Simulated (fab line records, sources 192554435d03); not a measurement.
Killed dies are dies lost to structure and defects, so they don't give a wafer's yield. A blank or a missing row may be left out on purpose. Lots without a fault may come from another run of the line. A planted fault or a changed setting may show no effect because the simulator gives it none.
Chamber matching | flow n5_finfet | N5_GATE_CUT_CMP_02 on cmp-01: 4 sister chambers
The step polishes, stops on SiO2, t overpolish 12.7 s, target thk 0 nm. 14 wafers are shown with their chamber, then 7 later ones without.

WAFERS WITH THEIR CHAMBER
wafer  | chamber | time_to_endpoint_s (s) | motor_current_A (A) | overpolish_run_s (s)
L613.1 | 3       | 21.9                   | 9.0                 | 12.707
L613.2 | 1       | 20.8                   | 8.9                 | 12.716
L613.6 | 2       | 25.5                   | 8.9                 | 12.704
L616.2 | 2       | 23.5                   | 8.9                 | 12.698
L616.5 | 0       | 23.2                   | 8.9                 | 12.701
L616.6 | 3       | 23.6                   | 9.1                 | 12.708
L617.2 | 3       | 20.3                   | 8.5                 | 12.687
L617.4 | 1       | 24.1                   | 8.9                 | 12.692
L617.5 | 2       | 25.7                   | 8.8                 | 12.698
L619.1 | 0       | 24.4                   | 9.2                 | 12.691
L619.3 | 1       | 22.5                   | 8.8                 | 12.706
L619.4 | 2       | 29.0                   | 8.8                 | 12.697
L624.1 | 3       | 20.2                   | 8.4                 | 12.695
L624.2 | 1       | 21.8                   | 8.9                 | 12.702

SIGNATURES (means of the wafers above)
reading            | chamber 0 | chamber 1 | chamber 2 | chamber 3 | scatter within a chamber
time_to_endpoint_s | 23.800    | 22.300    | 25.925    | 21.500    | 1.73
motor_current_A    | 9.050     | 8.875     | 8.850     | 8.750     | 0.208
overpolish_run_s   | 12.69600  | 12.70400  | 12.69925  | 12.69925  | 0.00826
Rule: a wafer's distance from a chamber is the root of the sum, over the readings, of the square of ((its reading less the chamber's mean) divided by the reading's scatter). The wafer belongs to the nearest chamber; if the next one is less than 2 further off, it can't be placed. The scatter: the root of (the sum of the squares of (reading less its chamber's mean) over the shown wafers, divided by (wafers less chambers)).

WAFERS WITHOUT THEIR CHAMBER
wafer  | time_to_endpoint_s (s) | motor_current_A (A) | overpolish_run_s (s)
L624.6 | 22.0                   | 8.5                 | 12.700
L625.2 | 28.4                   | 9.1                 | 12.712
L625.4 | 22.9                   | 8.8                 | 12.704
L625.6 | 28.6                   | 8.7                 | 12.711
L629.2 | 24.9                   | 8.2                 | 12.717
L629.3 | 27.0                   | 8.7                 | 12.714
L629.5 | 24.2                   | 8.4                 | 12.694

WHICH CHAMBER EACH WENT THROUGH
wafer  | from the rows above               | in truth
L624.6 | can't be placed: 3 or 1 or 2 or 0 | 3
L625.2 | can't be placed: 2 or 0 or 1      | 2
L625.4 | can't be placed: 1 or 3 or 0 or 2 | 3
L625.6 | can't be placed: 2 or 0 or 1      | 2
L629.2 | can't be placed: 2 or 1 or 3 or 0 | 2
L629.3 | can't be placed: 2 or 1 or 0 or 3 | 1
L629.5 | can't be placed: 3 or 2 or 1 or 0 | 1
Placed correctly: 0 of 7. Can't be placed from these rows: 7 (the true chamber is among the candidates in 7). Placed wrongly: 0.
